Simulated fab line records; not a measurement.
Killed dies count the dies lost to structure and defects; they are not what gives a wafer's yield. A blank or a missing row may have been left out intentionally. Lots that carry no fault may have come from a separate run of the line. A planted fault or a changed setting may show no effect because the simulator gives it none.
Which tool is to blame?	flow nand harc	22 lots with 66 wafers sampled at 6 steps, on a route of 1159 steps

WHAT THE GAUGES READ, wafer by wafer
The record holds no reading of a measuring or inspecting step that can be judged against a usual standard deviation.

TOOL THAT RAN EACH LOT (tool first, then ch and the chambers of the sampled wafers, then the start)
lot	NHARC_A_STAIRCASE_STRIP_171	NHARC_A_STAIRCASE_TRIM_12	NHARC_A_STAIRCASE_TRIM_20	NHARC_A_STAIRCASE_ETCH_21	NHARC_A_STAIRCASE_TRIM_187	NHARC_A_STAIRCASE_ETCH_199
L074	plasma asher-01 ch 0,1, day 11 00:19	rie diel-12 ch 0,1, day 11 01:50	rie diel-12 ch 0,1, day 11 02:51	rie diel-12 ch 2,3, day 11 05:25 or earlier	rie diel-12 ch 0,2, day 11 05:25	rie diel-12 ch 1,2, no start
L075	plasma asher-01 ch 0,1, day 11 12:42	rie diel-12 ch 0,1,3, day 11 14:16	rie diel-12 ch 0,1, day 11 15:20	rie diel-12 ch 0,2,3, day 11 18:01 or earlier	rie diel-08 ch 1,2, day 11 18:01	rie diel-08 ch 0,1, no start
L077	plasma asher-02 ch 0,1, day 11 20:52	rie diel-12 ch 0,1, day 11 22:29	rie diel-12 ch 0,3, day 12 00:07	rie diel-12 ch 0,1,3, day 12 03:40 or earlier	rie diel-11 ch 0,1, day 12 03:40	rie diel-11 ch 0,3, no start
L079	plasma asher-01 ch 0,1, day 12 04:01	rie diel-12 ch 1,3, day 12 05:31	rie diel-12 ch 0,1,3, day 12 06:41	rie diel-12 ch 0,3, day 12 09:48 or earlier	rie diel-08 ch 0,1, day 12 09:48	rie diel-08 ch 1,2, no start
L080	plasma asher-01 ch 0,1, day 12 22:23	rie diel-08 ch 0,1,3, day 13 00:01	rie diel-12 ch 1,2,3, day 13 01:11	rie diel-12 ch 1,2,3, day 13 04:29 or earlier	rie diel-12 ch 1,3, day 13 04:29	rie diel-08 ch 2,3, no start
L081	plasma asher-01 ch 0,1, day 12 22:41	rie diel-11 ch 0,1,3, day 13 00:19	rie diel-11 ch 0,1,2, day 13 01:22	rie diel-11 ch 1,2,3, day 13 04:20 or earlier	rie diel-08 ch 0,1,2, day 13 04:20	rie diel-12 ch 1,2,3, no start
L082	plasma asher-02 ch 0,1, day 13 01:59	rie diel-12 ch 0,1,2, day 13 03:39	rie diel-11 ch 0,1,3, day 13 04:44	rie diel-11 ch 0,1,2, day 13 07:38 or earlier	rie diel-11 ch 1,2, day 13 07:38	rie diel-11 ch 0,3, no start
L083	plasma asher-02 ch 0,1, day 13 02:27	rie diel-11 ch 0,1, day 13 04:04	rie diel-11 ch 2,3, day 13 05:12	rie diel-11 ch 2,3, day 13 07:59 or earlier	rie diel-08 ch 0,1, day 13 07:59	rie diel-08 ch 0,1,2, no start
L084	plasma asher-02 ch 0, day 14 23:05	rie diel-11 ch 0,1,3, day 15 00:33	rie diel-11 ch 0,1,2, day 15 01:34	rie diel-11 ch 2,3, day 15 04:14 or earlier	rie diel-08 ch 0,1, day 15 04:14	rie diel-12 ch 1,3, no start
L085	plasma asher-01 ch 0,1, day 14 23:17	rie diel-08 ch 0,3, day 15 00:49	rie diel-08 ch 0,2, day 15 01:52	rie diel-08 ch 0,2,3, day 15 04:32 or earlier	rie diel-11 ch 0,1, day 15 04:32	rie diel-08 ch 1,3, no start
L088	plasma asher-02 ch 0,1, day 15 05:10	rie diel-12 ch 2,3, day 15 06:46	rie diel-11 ch 0,1,2, day 15 07:46	rie diel-11 ch 0,1,2, day 15 10:28 or earlier	rie diel-11 ch 0,1,3, day 15 10:28	rie diel-11 ch 0,2,3, no start
L091	plasma asher-01 ch 0,1, day 15 08:58	rie diel-08 ch 0,1,2, day 15 10:34	rie diel-08 ch 0,1,2, day 15 11:37	rie diel-08 ch 0,2,3, day 15 14:16 or earlier	rie diel-11 ch 0,1,3, day 15 14:16	rie diel-12 ch 0,1,2, no start
L087	plasma asher-02 ch 0,1, day 15 14:05	rie diel-08 ch 0,2, day 15 15:46	rie diel-08 ch 0,1,2, day 15 16:55	rie diel-08 ch 0,1,2, day 15 19:38 or earlier	rie diel-12 ch 1,2, day 15 19:38	rie diel-08 ch 1,2,3, no start
L089	plasma asher-01 ch 0,1, day 15 17:34	rie diel-08 ch 0,1,2, day 15 19:11	rie diel-11 ch 0,1, day 15 20:14	rie diel-11 ch 1,2, day 15 23:03 or earlier	rie diel-11 ch 0,2, day 15 23:03	rie diel-11 ch 0,1,3, no start
L092	plasma asher-01 ch 0,1, day 16 00:11	rie diel-12 ch 1,2,3, day 16 01:41	rie diel-12 ch 0,1, day 16 02:46	rie diel-12 ch 0,2,3, day 16 06:13 or earlier	rie diel-11 ch 1,2, day 16 06:13	rie diel-12 ch 0,1,3, no start
L086	plasma asher-01 ch 0,1, day 16 03:07	rie diel-12 ch 0,1,3, day 16 04:44	rie diel-12 ch 1,2,3, day 16 06:26	rie diel-12 ch 0,1,2, day 16 09:13 or earlier	rie diel-08 ch 0,1,2, day 16 09:13	rie diel-08 ch 0,1,2, no start
L090	plasma asher-01 ch 0,1, day 16 03:43	rie diel-08 ch 0,1,2, day 16 05:19	rie diel-08 ch 1,2,3, day 16 06:31	rie diel-08 ch 0,2, day 16 11:41 or earlier	rie diel-08 ch 0,2, day 16 11:41	rie diel-12 ch 1,2,3, no start
L094	plasma asher-01 ch 0,1, day 16 09:29	rie diel-12 ch 1,2,3, day 16 11:17	rie diel-08 ch 0,2,3, day 16 12:45	rie diel-08 ch 1,2,3, day 16 16:06 or earlier	rie diel-08 ch 0,2,3, day 16 16:06	rie diel-08 ch 0,2,3, no start
L093	plasma asher-02 ch 0,1, day 16 13:53	rie diel-12 ch 0,1,3, day 16 15:25	rie diel-12 ch 0,2,3, day 16 16:59	rie diel-12 ch 0,1,2, day 16 19:38 or earlier	rie diel-08 ch 0,1,3, day 16 19:38	rie diel-11 ch 1,2, no start
L095	plasma asher-01 ch 0,1, day 16 14:02	rie diel-12 ch 0,1,3, day 16 15:47	rie diel-11 ch 0,2,3, day 16 17:19	rie diel-11 ch 0,1, day 16 20:32 or earlier	rie diel-11 ch 0,2,3, day 16 20:32	rie diel-11 ch 0,1,3, no start
L096	plasma asher-01 ch 0,1, day 16 20:56	rie diel-11 ch 0,1,2, day 16 22:32	rie diel-11 ch 0,2,3, day 16 23:38	rie diel-11 ch 0,2,3, day 17 02:41 or earlier	rie diel-08 ch 1,2, day 17 02:41	rie diel-08 ch 0,1, no start
L097	plasma asher-01 ch 1, day 17 04:05	rie diel-12 ch 0,1,2, day 17 05:44	rie diel-11 ch 2,3, day 17 06:59	rie diel-11 ch 0,1,2, day 17 09:52 or earlier	rie diel-08 ch 0,2, day 17 09:52	rie diel-11 ch 0,1,3, no start
- NHARC_A_STAIRCASE_STRIP_171: strips in O2.
- NHARC_A_STAIRCASE_TRIM_12: chemistry O2, time 211.2 s.
- NHARC_A_STAIRCASE_TRIM_20: chemistry O2, time 211.2 s.
- NHARC_A_STAIRCASE_ETCH_21: etches the open film in C4F8/O2, target depth 100 nm, time 40.5 s.
- NHARC_A_STAIRCASE_TRIM_187: chemistry O2, time 211.2 s.
- NHARC_A_STAIRCASE_ETCH_199: etches the open film in C4F8/O2, target depth 100 nm, time 40.5 s.

WHAT THE TOOLS THEMSELVES READ (means of the sampled wafers that have a number; where no wafer has one, the mark that the record gives instead)
NHARC_A_STAIRCASE_STRIP_171. Usual: drypump motor current A 5.8 A, standard deviation 0.39; heater power w 355 W, standard deviation 49.
lot	tool	drypump motor current A (A)	heater power w (W)	flag
L074	plasma asher-01	5.6	377	
L075	plasma asher-01	5.7	371	
L077	plasma asher-02	5.9	299	
L079	plasma asher-01	5.8	400	
L080	plasma asher-01	5.8	388	
L081	plasma asher-01	5.6	373	
L082	plasma asher-02	6.0	295	
L083	plasma asher-02	6.3	287	
L084	plasma asher-02	5.6	305	
L085	plasma asher-01	5.8	393	
L088	plasma asher-02	6.3	291	
L091	plasma asher-01	5.6	371	
L087	plasma asher-02	5.9	294	
L089	plasma asher-01	5.6	366	
L092	plasma asher-01	5.6	370	
L086	plasma asher-01	5.8	391	
L090	plasma asher-01	5.6	367	
L094	plasma asher-01	5.7	377	
L093	plasma asher-02	6.3	278	
L095	plasma asher-01	5.8	396	
L096	plasma asher-01	5.6	368	
L097	plasma asher-01	5.9	407	

NHARC_A_STAIRCASE_TRIM_12. Usual: drypump motor current A 5.7 A, standard deviation 0.53; o2 flow sccm 500.1 sccm, standard deviation 1.4; oes product au 0.997 a.u., standard deviation 0.0071; rf vpp V 57.9 V, standard deviation 0.94; showerhead plenum p Torr 3.52 Torr, standard deviation 0.17; throttle valve pct 17.036 %, standard deviation 0.0097.
lot	tool	drypump motor current A (A)	o2 flow sccm (sccm)	oes product au (a.u.)	rf vpp V (V)	showerhead plenum p Torr (Torr)	throttle valve pct (%)	flag
L074	rie diel-12	6.3	499.4	0.997	57.9	3.51	17.033	
L075	rie diel-12	6.2	500.8	0.991	57.6	3.60	17.033	
L077	rie diel-12	6.1	499.9	0.995	58.2	3.60	17.036	
L079	rie diel-12	6.0	500.0	0.996	58.3	3.69	17.025	
L080	rie diel-08	5.4	501.4	1.002	58.0	3.44	17.033	
L081	rie diel-11	5.7	500.3	1.006	58.2	3.38	17.039	
L082	rie diel-12	5.8	499.9	1.001	57.8	3.47	17.033	
L083	rie diel-11	6.1	500.9	0.997	57.5	3.37	17.039	
L084	rie diel-11	5.7	499.5	0.999	57.9	3.37	17.034	
L085	rie diel-08	5.3	502.5	0.995	57.2	3.54	17.031	
L088	rie diel-12	5.5	498.8	0.997	56.7	3.42	17.043	
L091	rie diel-08	5.3	498.9	1.003	58.7	3.71	17.039	
L087	rie diel-08	5.1	499.3	1.000	58.7	3.73	17.048	
L089	rie diel-08	5.3	499.4	0.995	58.2	3.70	17.050	
L092	rie diel-12	5.7	499.9	0.996	58.0	3.55	17.034	
L086	rie diel-12	6.2	500.1	0.992	58.1	3.58	17.028	
L090	rie diel-08	5.3	501.0	1.006	57.9	3.70	17.037	
L094	rie diel-12	5.8	499.8	0.992	57.8	3.54	17.037	
L093	rie diel-12	6.2	500.0	0.993	57.9	3.57	17.038	
L095	rie diel-12	6.2	499.9	0.992	58.2	3.58	17.029	
L096	rie diel-11	6.1	499.6	0.999	57.6	3.41	17.031	
L097	rie diel-12	5.8	498.5	1.000	57.3	3.45	17.039	

NHARC_A_STAIRCASE_TRIM_20. Usual: drypump motor current A 5.8 A, standard deviation 0.53; o2 flow sccm 500.0 sccm, standard deviation 1.3; oes product au 0.997 a.u., standard deviation 0.0072; rf vpp V 57.7 V, standard deviation 0.96; showerhead plenum p Torr 3.50 Torr, standard deviation 0.16; throttle valve pct 17.037 %, standard deviation 0.008.
lot	tool	drypump motor current A (A)	o2 flow sccm (sccm)	oes product au (a.u.)	rf vpp V (V)	showerhead plenum p Torr (Torr)	throttle valve pct (%)	flag
L074	rie diel-12	6.2	499.8	1.001	57.3	3.60	17.036	
L075	rie diel-12	6.1	500.2	1.002	58.3	3.60	17.040	
L077	rie diel-12	6.3	500.2	0.996	57.4	3.50	17.041	
L079	rie diel-12	6.2	499.6	0.995	56.9	3.59	17.036	
L080	rie diel-12	5.8	500.5	1.002	58.8	3.56	17.036	
L081	rie diel-11	6.2	501.1	1.001	57.4	3.42	17.040	
L082	rie diel-11	5.7	500.7	0.999	57.9	3.38	17.049	
L083	rie diel-11	5.2	498.9	1.000	57.4	3.40	17.038	
L084	rie diel-11	6.1	499.4	0.990	57.6	3.41	17.035	
L085	rie diel-08	5.2	500.9	1.005	58.7	3.73	17.046	
L088	rie diel-11	6.1	500.7	0.994	57.6	3.41	17.037	
L091	rie diel-08	5.3	501.4	0.998	57.6	3.71	17.044	
L087	rie diel-08	5.3	499.9	1.004	58.8	3.71	17.035	
L089	rie diel-11	6.1	499.2	0.982	57.3	3.36	17.032	
L092	rie diel-12	6.1	498.1	0.985	57.9	3.59	17.042	
L086	rie diel-12	5.8	499.6	0.998	57.5	3.54	17.034	
L090	rie diel-08	5.1	498.7	1.002	58.2	3.57	17.029	
L094	rie diel-08	5.2	499.6	0.998	57.7	3.63	17.036	
L093	rie diel-12	5.9	501.3	0.996	57.4	3.44	17.032	
L095	rie diel-11	5.6	499.5	0.992	57.6	3.38	17.033	
L096	rie diel-11	5.6	499.8	0.996	57.2	3.37	17.044	
L097	rie diel-11	5.7	499.7	0.994	57.7	3.43	17.038	

NHARC_A_STAIRCASE_ETCH_21. Usual: bias w 1000 W, standard deviation 3.2; oes product au 0.945 a.u., standard deviation 0.013; rf vpp V 895 V, standard deviation 6.
lot	tool	bias w (W)	oes product au (a.u.)	rf vpp V (V)	flag
L074	rie diel-12	1000	0.942	897	
L075	rie diel-12	1001	0.944	893	
L077	rie diel-12	999	0.929	898	
L079	rie diel-12	997	0.939	899	
L080	rie diel-12	1001	0.951	897	
L081	rie diel-11	999	0.944	893	
L082	rie diel-11	1003	0.951	892	
L083	rie diel-11	998	0.938	893	
L084	rie diel-11	999	0.944	890	
L085	rie diel-08	1002	0.937	900	
L088	rie diel-11	1003	0.959	892	
L091	rie diel-08	1005	0.948	900	
L087	rie diel-08	1001	0.937	903	
L089	rie diel-11	1001	0.955	893	
L092	rie diel-12	997	0.951	894	
L086	rie diel-12	1000	0.938	893	
L090	rie diel-08	999	0.942	903	
L094	rie diel-08	1000	0.931	897	
L093	rie diel-12	999	0.931	893	
L095	rie diel-11	999	0.960	891	
L096	rie diel-11	999	0.944	891	
L097	rie diel-11	1001	0.966	892	

NHARC_A_STAIRCASE_TRIM_187. Usual: drypump motor current A 5.6 A, standard deviation 0.53; o2 flow sccm 500.0 sccm, standard deviation 1.5; oes product au 0.997 a.u., standard deviation 0.0076; rf vpp V 57.8 V, standard deviation 1; showerhead plenum p Torr 3.51 Torr, standard deviation 0.17; throttle valve pct 17.036 %, standard deviation 0.0099.
lot	tool	drypump motor current A (A)	o2 flow sccm (sccm)	oes product au (a.u.)	rf vpp V (V)	showerhead plenum p Torr (Torr)	throttle valve pct (%)	flag
L074	rie diel-12	6.0	498.7	1.007	57.2	3.38	17.027	
L075	rie diel-08	5.1	500.4	0.997	58.1	3.68	17.047	
L077	rie diel-11	6.1	500.9	0.990	57.0	3.37	17.032	
L079	rie diel-08	5.5	500.4	1.006	58.4	3.51	17.041	
L080	rie diel-12	6.0	500.6	0.997	57.9	3.68	17.040	
L081	rie diel-08	5.3	499.7	1.001	57.6	3.53	17.048	
L082	rie diel-11	6.1	501.3	1.004	57.7	3.48	17.048	
L083	rie diel-08	5.5	498.3	1.001	57.8	3.51	17.037	
L084	rie diel-08	5.5	500.2	0.999	58.8	3.68	17.037	
L085	rie diel-11	6.2	499.2	0.998	57.1	3.40	17.041	
L088	rie diel-11	5.7	499.9	0.986	57.5	3.37	17.038	
L091	rie diel-11	5.7	498.8	0.982	56.8	3.37	17.042	
L087	rie diel-12	5.7	499.8	0.990	57.3	3.56	17.039	
L089	rie diel-11	5.9	499.5	0.988	57.4	3.37	17.043	
L092	rie diel-11	6.1	499.5	0.993	56.9	3.47	17.044	
L086	rie diel-08	5.3	501.9	1.003	57.9	3.70	17.037	
L090	rie diel-08	5.2	499.2	1.000	58.4	3.73	17.036	
L094	rie diel-08	5.2	500.4	0.997	58.5	3.63	17.045	
L093	rie diel-08	5.4	500.3	1.000	57.9	3.60	17.044	
L095	rie diel-11	5.6	499.7	0.995	57.6	3.38	17.032	
L096	rie diel-08	5.0	500.5	1.006	58.5	3.66	17.028	
L097	rie diel-08	5.2	498.4	1.005	59.1	3.72	17.032	

NHARC_A_STAIRCASE_ETCH_199. Usual: bias w 1000 W, standard deviation 3; oes product au 0.939 a.u., standard deviation 0.011; rf vpp V 895 V, standard deviation 6.1.
lot	tool	bias w (W)	oes product au (a.u.)	rf vpp V (V)	flag
L074	rie diel-12	999	0.951	898	
L075	rie diel-08	1003	0.941	895	
L077	rie diel-11	998	0.949	889	
L079	rie diel-08	998	0.948	901	
L080	rie diel-08	1001	0.941	899	
L081	rie diel-12	1002	0.926	897	
L082	rie diel-11	1001	0.926	889	
L083	rie diel-08	1002	0.944	895	
L084	rie diel-12	1000	0.937	901	
L085	rie diel-08	1000	0.954	894	
L088	rie diel-11	1002	0.932	891	
L091	rie diel-12	999	0.936	893	
L087	rie diel-08	1004	0.955	897	
L089	rie diel-11	1000	0.944	890	
L092	rie diel-12	1000	0.940	898	
L086	rie diel-08	996	0.925	903	
L090	rie diel-12	1002	0.949	897	
L094	rie diel-08	1000	0.934	899	
L093	rie diel-11	1001	0.932	893	
L095	rie diel-11	1002	0.939	890	
L096	rie diel-08	1001	0.941	901	
L097	rie diel-11	999	0.950	890	

THE ANSWER, worked out from the rows above alone
Rule: take the mean of a lot's wafers that have a number; if it is more than 3 standard deviations from the usual mean, the lot is off. Also off: a lot with no number at a reading for which 4 or more lots have one. Any other lot the step has rows for is counted as sound. The gauges are gone through in route order, then the tools' own readings, and for those a lot's mean is taken as printed above. At the first step where some lot is off, the reading lying furthest off is the one used; lots without a number count as furthest.
Across all readings shown, no lot is off: no conclusion can be drawn from this.

WHAT THE SIMULATOR HAD INSERTED
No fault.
